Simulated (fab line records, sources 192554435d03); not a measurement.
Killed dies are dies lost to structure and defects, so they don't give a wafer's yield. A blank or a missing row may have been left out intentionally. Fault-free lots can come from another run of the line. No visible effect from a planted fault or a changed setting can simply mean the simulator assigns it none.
What tool caused it? ; flow n5Finfet ; 9 lots, 26 wafers sampled, at 6 steps of a route of 1938

WHAT THE GAUGES SHOWED, per wafer
N5_BEOL_M1_CD_MEAS_18: pitch 36 nm, target cd 18 nm. Usual: 17.8 nm for cdNm, sd 0.33.
lot;measured;on;cdNm (nm);flag
L589;day 6 12:49;cdSem-01;18.2 18.0 17.9;
L594;day 7 14:38;cdSem-02;17.7 17.7 17.2;
L595;day 7 22:41;cdSem-01;18.0 17.6 17.4;
L597;day 8 08:25;cdSem-01;17.6 17.7 17.3;
L599;day 9 02:22;cdSem-02;17.4 17.7;
L601;day 9 12:58;cdSem-01;17.3 18.0 18.2;
L600;day 9 13:01;cdSem-03;18.0 17.9 17.6;
L604;day 10 01:34;cdSem-03;17.7 18.4 18.0;
L611;day 12 04:39;cdSem-02;17.8 17.6 18.4;

N5_BEOL_M1_OCD_MEAS_38. Usual: 55.4 nm for trenchDepthNm, sd 0.87.
lot;measured;on;trenchDepthNm (nm);flag
L589;day 6 18:14;ocd-01;54.6 55.4 55.0;
L594;day 7 21:32;ocd-01;56.2 54.6 55.9;
L595;day 8 04:10;ocd-01;55.1 54.8 54.2;
L597;day 8 13:51;ocd-02;56.3 56.9 56.9;
L599;day 9 12:32;ocd-02;54.2 54.6;
L601;day 9 21:12;ocd-02;56.2 54.7 54.8;
L600;day 10 00:23;ocd-02;56.9 53.1 54.6;
L604;day 10 04:22;ocd-02;53.0 52.5 54.9;
L611;day 12 14:02;ocd-01;55.8 54.9 55.8;

N5_BEOL_M4_RC_MEAS_101. Usual: DIBL_N 36.9 mV/V, standard deviation 1.7; DIBL_P 37.3 mV/V, standard deviation 2.3; IOFF_N 0.16 nA/um, standard deviation 0.033; IOFF_P 0.22 nA/um, standard deviation 0.04; ION_N 673 uA/um, standard deviation 12; ION_P 463 uA/um, standard deviation 8; SS_N 71.6 mV/dec, standard deviation 0.58; SS_P 73.4 mV/dec, standard deviation 0.74; VT_N 250 mV, standard deviation 3.2; VT_P -250 mV, standard deviation 3.4.
lot;measured;on;DIBL_N (mV/V);DIBL_P (mV/V);IOFF_N (nA/um);IOFF_P (nA/um);ION_N (uA/um);ION_P (uA/um);SS_N (mV/dec);SS_P (mV/dec);VT_N (mV);VT_P (mV);flag
L589;day 8 13:19;prober-02;35.8 36.7 36.7;38.3 38.5 39.2;0.15 0.16 0.16;0.19 0.20 0.21;669 675 667;455 463 458;71.9 71.5 71.4;74.0 73.6 74.5;251 249 250;-256 -255 -254;
L594;day 9 13:07;prober-02;36.4 37.5 35.8;38.5 39.4 37.3;0.17 0.19 0.16;0.25 0.26 0.23;664 675 666;460 465 461;72.0 71.8 71.3;73.9 73.2 73.3;248 248 248;-251 -251 -249;
L595;day 10 02:21;prober-01;40.5 37.7 36.3;41.6 37.0 35.5;0.24 0.17 0.14;0.30 0.21 0.19;687 668 661;473 462 454;72.5 71.4 71.3;74.3 73.4 72.9;245 249 251;-245 -250 -251;
L597;day 10 06:06;prober-01;38.8 40.4 39.5;40.5 43.5 43.2;0.21 0.25 0.25;0.24 0.30 0.30;681 695 703;464 458 476;71.4 72.5 71.6;74.4 75.2 75.5;245 245 241;-252 -245 -247;
L599;day 11 02:36;prober-01;38.1 36.4;37.6 37.6;0.16 0.15;0.21 0.22;661 681;458 473;71.7 71.1;73.0 73.7;249 250;-251 -247;
L601;day 11 14:33;prober-01;38.1 38.3 38.3;38.6 38.1 37.8;0.20 0.19 0.18;0.26 0.25 0.24;680 689 686;467 469 465;71.4 71.6 72.5;74.6 73.7 73.2;246 245 245;-248 -248 -248;
L600;day 11 16:25;prober-01;36.9 37.1 37.4;36.1 36.9 37.8;0.15 0.15 0.17;0.25 0.26 0.28;664 666 686;464 464 474;70.8 71.7 71.7;72.6 73.8 72.7;251 252 249;-243 -248 -243;
L604;day 12 03:09;prober-02;36.6 34.0 36.0;36.8 33.8 36.7;0.16 0.12 0.16;0.22 0.17 0.21;674 660 693;465 457 469;72.5 71.4 71.6;73.8 72.9 73.8;251 254 249;-250 -254 -249;
L611;day 13 23:04;prober-02;36.1 38.0 37.1;35.9 37.9 36.7;0.13 0.15 0.14;0.19 0.22 0.20;649 676 662;447 464 456;71.3 71.4 70.7;72.5 73.6 73.4;254 252 252;-250 -249 -253;

WHICH TOOL RAN EACH LOT (tool, then ch and the chambers of the sampled wafers, then the start)
lot;N5_BEOL_M1_DESCUM_33;N5_BEOL_M1_ALD_98;N5_BEOL_M1_TRENCH_ETCH_37
L589;rieDiel-03 ch 0,3, day 6 13:23;aldSin-01 ch 0,1,2, day 6 13:31;rieDiel-04 ch 1,2, day 6 18:05
L594;rieDiel-03 ch 0,2,3, day 7 15:05;aldSin-02 ch 0,3, day 7 15:22;rieDiel-04 ch 0,1, day 7 21:23
L595;rieDiel-04 ch 0,2,3, day 7 23:17;aldSin-01 ch 0,1,2, day 7 23:39;rieDiel-05 ch 0,1,2, day 8 04:00
L597;rieDiel-05 ch 0,1,3, day 8 09:03;aldSin-04 ch 2,3, day 8 09:11;rieDiel-05 ch 1,3, day 8 13:42
L599;rieDiel-05 ch 0, day 9 03:01;aldSin-02 ch 1,3, day 9 03:09;rieDiel-04 ch 3, day 9 12:22
L601;rieDiel-05 ch 1,2,3, day 9 13:25;aldSin-01 ch 0,3, day 9 13:32;rieDiel-05 ch 1,2, day 9 21:03
L600;rieDiel-03 ch 0,1,2, day 9 13:35;aldSin-01 ch 0,3, day 9 13:43;rieDiel-03 ch 0,1,2, day 10 00:13
L604;rieDiel-05 ch 0,1,3, day 10 02:08;aldSin-04 ch 0,1, day 10 02:26;rieDiel-04 ch 0,3, day 10 04:13
L611;rieDiel-03 ch 0,1,2, day 12 05:05;aldSin-01 ch 1,2,3, day 12 05:28;rieDiel-05 ch 1,2,3, day 12 13:53
- N5_BEOL_M1_DESCUM_33: chemistry O2, time 7 s.
- N5_BEOL_M1_ALD_98: deposits SiO2, target thk 2.5 nm, pulse time 1 s, co reactant pulse time 1 s.
- N5_BEOL_M1_TRENCH_ETCH_37: etches SiOC in C4F6/O2, target depth 55.207 nm, time 29 s.

WHAT THE TOOLS THEMSELVES READ (means of the sampled wafers that have a number; where no wafer has one, the mark that the record gives instead)
N5_BEOL_M1_DESCUM_33. Usual: drypumpMotorCurrentA 5.6 A, standard deviation 0.41; o2FlowSccm 225.0 sccm, standard deviation 0.74; oesProductAu 0.80 a.u., standard deviation 0.087; rfVppV 243.0 V, standard deviation 1.4; showerheadPlenumPTorr 2.09 Torr, standard deviation 0.079; throttleValvePct 20.41 %, standard deviation 0.3.
lot;tool;drypumpMotorCurrentA (A);o2FlowSccm (sccm);oesProductAu (a.u.);rfVppV (V);showerheadPlenumPTorr (Torr);throttleValvePct (%);flag
L589;rieDiel-03;5.8;224.6;0.80;243.9;2.19;20.76;
L594;rieDiel-03;5.9;224.8;0.79;243.5;2.11;20.56;
L595;rieDiel-04;5.6;225.2;0.83;244.0;2.09;20.25;
L597;rieDiel-05;5.7;226.0;0.83;242.4;2.06;20.31;
L599;rieDiel-05;6.1;223.8;0.93;242.9;2.05;20.03;
L601;rieDiel-05;5.6;224.3;0.77;242.5;2.09;20.56;
L600;rieDiel-03;5.6;225.3;0.79;242.5;2.11;20.61;
L604;rieDiel-05;5.7;224.9;0.82;243.0;2.06;20.32;
L611;rieDiel-03;5.5;224.9;0.76;243.3;2.10;20.63;

N5_BEOL_M1_ALD_98. Usual: heaterPowerW 80 W, standard deviation 7.8; precursorPulseHeightRel 1.001, standard deviation 0.02.
lot;tool;heaterPowerW (W);precursorPulseHeightRel;flag
L589;aldSin-01;75;0.990;
L594;aldSin-02;75;1.003;
L595;aldSin-01;76;1.008;
L597;aldSin-04;78;1.019;
L599;aldSin-02;81;0.986;
L601;aldSin-01;80;1.016;
L600;aldSin-01;82;1.005;
L604;aldSin-04;79;1.000;
L611;aldSin-01;81;1.000;

N5_BEOL_M1_TRENCH_ETCH_37. Usual: drypumpMotorCurrentA 5.6 A, standard deviation 0.45; oesProductAu 0.79 a.u., standard deviation 0.085; rfVppV 666 V, standard deviation 14; runLengthS 52.2 s, standard deviation 0.47; showerheadPlenumPTorr 2.82 Torr, standard deviation 0.099; throttleValvePct 20.82 %, standard deviation 0.23.
lot;tool;drypumpMotorCurrentA (A);oesProductAu (a.u.);rfVppV (V);runLengthS (s);showerheadPlenumPTorr (Torr);throttleValvePct (%);flag
L589;rieDiel-04;5.0;0.70;673;52.7;2.78;20.90;
L594;rieDiel-04;5.9;0.81;661;52.2;2.78;20.95;
L595;rieDiel-05;5.8;0.81;672;52.5;2.78;20.64;
L597;rieDiel-05;5.5;0.77;670;52.3;2.76;20.62;
L599;rieDiel-04;5.4;0.84;674;51.9;3.04;20.44;
L601;rieDiel-05;5.6;0.74;678;52.3;2.74;20.65;
L600;rieDiel-03;5.5;0.78;665;52.2;2.85;20.97;
L604;rieDiel-04;5.7;0.84;666;50.7;2.94;20.62;OFF
L611;rieDiel-05;5.6;0.75;665;51.8;2.80;20.83;

THE ANSWER, worked out from the rows above alone
Rule: lot off if the mean of its wafers having a number is beyond 3 standard deviations from the usual mean. A lot without any number at a reading at which 4 lots or more have one is off too. The other lots that the step has rows for count as sound. The gauges are gone through in route order, then the tools' own readings, and for those a lot's mean is taken as printed above. At the first step where some lot is off, the reading lying furthest off is the one used; lots without a number count as furthest.
Off at N5_BEOL_M1_TRENCH_ETCH_37 (runLengthS): L604.
A tool fits if, at that step or a process step before it, it ran every lot that is off, and no sound lot after the first of them. Can't be told from this: 3 tools fit, rieDiel-05 at N5_BEOL_M1_DESCUM_33, aldSin-04 at N5_BEOL_M1_ALD_98, rieDiel-04 at N5_BEOL_M1_TRENCH_ETCH_37.

WHAT THE SIMULATOR HAD PUT IN
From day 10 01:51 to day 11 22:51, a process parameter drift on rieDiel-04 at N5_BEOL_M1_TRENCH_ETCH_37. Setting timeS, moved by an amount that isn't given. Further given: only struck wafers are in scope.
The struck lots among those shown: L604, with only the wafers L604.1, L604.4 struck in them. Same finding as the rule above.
